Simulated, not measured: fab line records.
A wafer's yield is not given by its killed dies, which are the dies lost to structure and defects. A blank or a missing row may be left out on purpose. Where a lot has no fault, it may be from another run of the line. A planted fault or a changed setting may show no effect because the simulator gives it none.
fab line records + flow nand_harc
record:
- lots: 5
- wafers: 15
- last_day: 33
route steps=1302 shown P_CONTACT@249 P_M0@253
lots that met no fault: taken from a fault-free run of the same line
start_h: hours from the record's first day to the start of the lot's first wafer shown + wait_h: hours since the lot's step before + " unchanged from the row above + L1.1+2: a single row standing in for several wafers + - no value, or no start given + * or withheld: withheld + < > ~ a bound
route shown NAME@n: NAME is a module with steps in the file, n the number in the route of the first one + usual: the fault-free wafers' mean and standard deviation + same: alike in all rows + chamber/n: place in a boat + sites: each site's reading + _std_site: the values' standard deviation + _edge_site: inner sites' mean taken away from outer sites' mean + radius_mm: for every site, how far away it sits from the centre of the wafer + mask NAME#n: copy n + behind: the most recent tool/chamber to have shaped the wafer + hold: cause of the lot's hold/its duration in hours/its outcome + device: transistor that didn't switch, given as n, p or np + end of line: tests run on the same wafers once the route is complete + a step with no rows: only its recipe + killed: count of dies lost to structure and defects at first sort (not the wafer's yield) + map: the dies of a wafer, with x for killed, . for not killed, _ for no die there
set.NAME: setting as actually run; set.NAME@STEP: the setting as run at that earlier step + model.NAME: the simulator's own value behind a step, which no gauge read
certain route steps with their lots: each step a table, each wafer a row
services: the hour from which a tool's chamber was out of use, counted from the record's first day as start_h (under 0 if before that day), plus the number of hours and why
== steps ==
step: NHARC_P_CONTACT_CMP_24
recipe:
- t_overpolish_s: 30
- target_thk_nm: 200
usual:
- motor_current_A: 12.2/0.68
- overpolish_run_s: 29.999/0.0087
- retaining_ring_pressure_frac: 1.000/0.0051
- slurry_flow_ml_min: 150.0/0.47
- time_to_endpoint_s: 39.3/2.5
| lot.wafer | tool   | chamber | start_h | wait_h | motor_current_A | overpolish_run_s | retaining_ring_pressure_frac | slurry_flow_ml_min | time_to_endpoint_s |
|-----------|--------|---------|---------|--------|-----------------|------------------|------------------------------|--------------------|--------------------|
| L972.1    | cmp-04 | 2       | 202.53  | 0.6    | 12.9            | 30.007           | 1.002                        | 149.8              | 41.1               |
| L972.4    | "      | 0       | "       | "      | 12.4            | 30.009           | 0.995                        | 149.8              | 43.4               |
| L972.3    | "      | 1       | "       | "      | 12.4            | 29.999           | 1.002                        | 149.7              | 40.3               |
| L978.2    | cmp-02 | 0       | 268.47  | 0.6    | 13.5            | 29.999           | 1.008                        | 150.3              | 39.6               |
| L978.1    | "      | 2       | "       | "      | 12.1            | 30.010           | 0.995                        | 150.1              | 37.5               |
| L978.5    | "      | 3       | "       | "      | 10.6            | 29.996           | 1.001                        | 150.4              | 38.3               |
| L983.4    | cmp-04 | 1       | 307.64  | 0.3    | 12.9            | 30.009           | 1.006                        | 149.8              | 41.0               |
| L983.6    | "      | 3       | "       | "      | 12.6            | 30.009           | 0.994                        | 150.1              | 42.9               |
| L983.5    | "      | 0       | "       | "      | 11.9            | 30.014           | 1.003                        | 149.6              | 44.3               |
| L984.4    | cmp-01 | 2       | 330.61  | 0.3    | 11.7            | 30.000           | 1.001                        | 150.7              | 36.0               |
| L984.1    | "      | 0       | "       | "      | 12.8            | 30.008           | 0.998                        | 149.8              | 38.0               |
| L984.6    | "      | 2       | "       | "      | 11.7            | 29.992           | 1.009                        | 149.7              | 35.8               |
| L987.1    | cmp-04 | 1       | 350.87  | 1.0    | 13.8            | 29.988           | 0.997                        | 149.5              | 39.0               |
| L987.4    | "      | 2       | "       | "      | 12.5            | 30.019           | 1.005                        | 149.9              | 36.1               |
| L987.2    | "      | 3       | "       | "      | 13.0            | 30.001           | 0.993                        | 150.1              | 41.6               |
step: NHARC_P_CONTACT_SRD_26
step: NHARC_P_CONTACT_INSPECT_27
usual:
- raw_defect_count: 284/140
| lot.wafer | tool              | chamber | start_h | wait_h | raw_defect_count |
|-----------|-------------------|---------|---------|--------|------------------|
| L972.1    | defect_inspect-01 | -       | 202.96  | 0.1    | 252              |
| L972.3    | "                 | -       | "       | "      | 310              |
| L972.4    | "                 | -       | "       | "      | 531              |
| L978.1    | defect_inspect-01 | -       | 268.85  | 0.1    | 148              |
| L978.2    | "                 | -       | "       | "      | 169              |
| L978.5    | "                 | -       | "       | "      | 251              |
| L983.4    | defect_inspect-02 | -       | 307.99  | 0.1    | 138              |
| L983.5    | "                 | -       | "       | "      | 220              |
| L983.6    | "                 | -       | "       | "      | 208              |
| L984.1    | defect_inspect-01 | -       | 331.01  | 0.1    | 392              |
| L984.4    | "                 | -       | "       | "      | 243              |
| L984.6    | "                 | -       | "       | "      | 318              |
| L987.1    | defect_inspect-01 | -       | 351.27  | 0.1    | 333              |
| L987.2    | "                 | -       | "       | "      | 145              |
| L987.4    | "                 | -       | "       | "      | 135              |
step: NHARC_P_M0_DEP_00
recipe:
- target_thk_a: 1500
- target_thk_nm: 150
- temp_c: withheld
- pressure_torr: 5
- flow_sccm: 200
- rf_w: 600
- material: SiOC
step: NHARC_P_M0_DEHYDRATE_01
recipe:
- temp_c: 150
- time_s: 120
step: NHARC_P_M0_HMDS_02
recipe:
- time_s: 30
step: NHARC_P_M0_COAT_33
recipe:
- temp_c: 200
- time_s: 65
step: NHARC_P_M0_COAT_03
recipe:
- spin_rpm: 1500
- resist_thk_nm: 90
step: NHARC_P_M0_SOFTBAKE_04
recipe:
- temp_c: 105
- time_s: 55
step: NHARC_P_M0_EBR_05
step: NHARC_P_M0_EXPOSE_06
recipe:
- na: 1.35
- target_cd_nm: 90
- dose_mj: 81.28
- mask_id: P_M0
step: NHARC_P_M0_PEB_07
recipe:
- peb_temp_c: 100
- peb_time_s: 65
usual:
- heater_power_total_W: 156.6/0.43
- plate_temp_C: 100.00/0.12
| lot.wafer | tool           | chamber | start_h | wait_h | heater_power_total_W | plate_temp_C |
|-----------|----------------|---------|---------|--------|----------------------|--------------|
| L972.1    | litho_track-01 | 0       | 203.65  | 0.1    | 156.7                | 100.24       |
| L972.3    | "              | 0       | "       | "      | 156.4                | 100.05       |
| L972.4    | "              | 0       | "       | "      | 156.1                | 100.12       |
| L978.1    | litho_track-01 | 0       | 269.55  | 0.1    | 148.2                | 95.88        |
| L978.2    | "              | 0       | "       | "      | 148.2                | 95.98        |
| L978.5    | "              | 0       | "       | "      | 147.5                | 95.96        |
| L983.4    | litho_track-04 | 0       | 308.69  | 0.0    | 156.8                | 100.13       |
| L983.5    | "              | 0       | "       | "      | 156.0                | 100.00       |
| L983.6    | "              | 0       | "       | "      | 156.8                | 100.13       |
| L984.1    | litho_track-06 | 0       | 331.84  | 0.1    | 155.9                | 100.00       |
| L984.4    | "              | 0       | "       | "      | 156.0                | 100.05       |
| L984.6    | "              | 0       | "       | "      | 157.1                | 100.10       |
| L987.1    | litho_track-06 | 0       | 352.10  | 0.1    | 157.1                | 100.00       |
| L987.2    | "              | 0       | "       | "      | 156.2                | 99.96        |
| L987.4    | "              | 0       | "       | "      | 156.9                | 99.76        |
step: NHARC_P_M0_DEVELOP_08
recipe:
- develop_time_s: 35
- dev_temp_c: 23
== services ==
| tool           | chamber | start_h | hours | kind                           |
|----------------|---------|---------|-------|--------------------------------|
| litho_track-06 | -       | 179.00  | 7.0   | pm                             |
| cmp-01         | -       | 193.98  | 4.0   | pm                             |
| cmp-02         | -       | 196.19  | 0.5   | repair                         |
| cmp-01         | -       | 197.98  | -     | consumable_replace:conditioner |
| cmp-01         | -       | 197.98  | -     | consumable_replace:pad         |
| litho_track-04 | -       | 203.00  | 7.0   | pm                             |
| cmp-01         | -       | 209.50  | 0.9   | repair                         |
| cmp-04         | -       | 232.08  | 4.0   | pm                             |
| cmp-02         | -       | 232.50  | 4.0   | pm                             |
| cmp-04         | -       | 236.08  | -     | consumable_replace:conditioner |
| cmp-04         | -       | 236.08  | -     | consumable_replace:pad         |
| cmp-02         | -       | 236.50  | -     | consumable_replace:conditioner |
| cmp-02         | -       | 236.50  | -     | consumable_replace:pad         |
| cmp-01         | -       | 253.87  | 0.5   | repair                         |
| cmp-02         | -       | 269.85  | 1.0   | repair                         |
| cmp-01         | -       | 291.98  | 4.0   | pm                             |
| cmp-01         | -       | 295.98  | -     | consumable_replace:conditioner |
| cmp-01         | -       | 319.36  | 1.2   | repair                         |
| litho_track-01 | -       | 330.00  | 7.0   | pm                             |
| cmp-04         | -       | 330.08  | 4.0   | pm                             |
| cmp-02         | -       | 330.50  | 4.0   | pm                             |
| cmp-04         | -       | 334.08  | -     | consumable_replace:conditioner |
| cmp-04         | -       | 334.08  | -     | consumable_replace:pad         |
| cmp-02         | -       | 343.56  | 4.6   | repair                         |
== key ==
first_sign:
- step: NHARC_P_M0_PEB_07
- reading: plate_temp_C
- direction: down
- sigmas: 33
- usual: *
- struck: *
effect:
- step: NHARC_P_M0_PEB_07
- reading: heater_power_total_W
- direction: down
- sigmas: 20
- usual: *
- struck: *
met_at NHARC_P_M0_PEB_07
struck_wafers L978.1,L978.2,L978.5
later_rows_left_out L978.1,L978.2,L978.5
sort_left_out L978.1,L978.2,L978.5
onset_between 203.65 269.55
fault:
- kind: process_parameter_drift
- tool: litho_track-01
- chamber: -
- onset_h: 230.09
- steps: NHARC_P_M0_PEB_07
- channel: peb_temp_c
- offset: *
- shape: step
- acts_in: *
- stated: *
sort_left_out: the simulated sort isn't trusted on such a fault, so these wafers' sort isn't shown, and their yield isn't known
later_rows_left_out: the simulator's readings of these wafers behind a module that went badly wrong aren't trusted and aren't shown, but for the sort
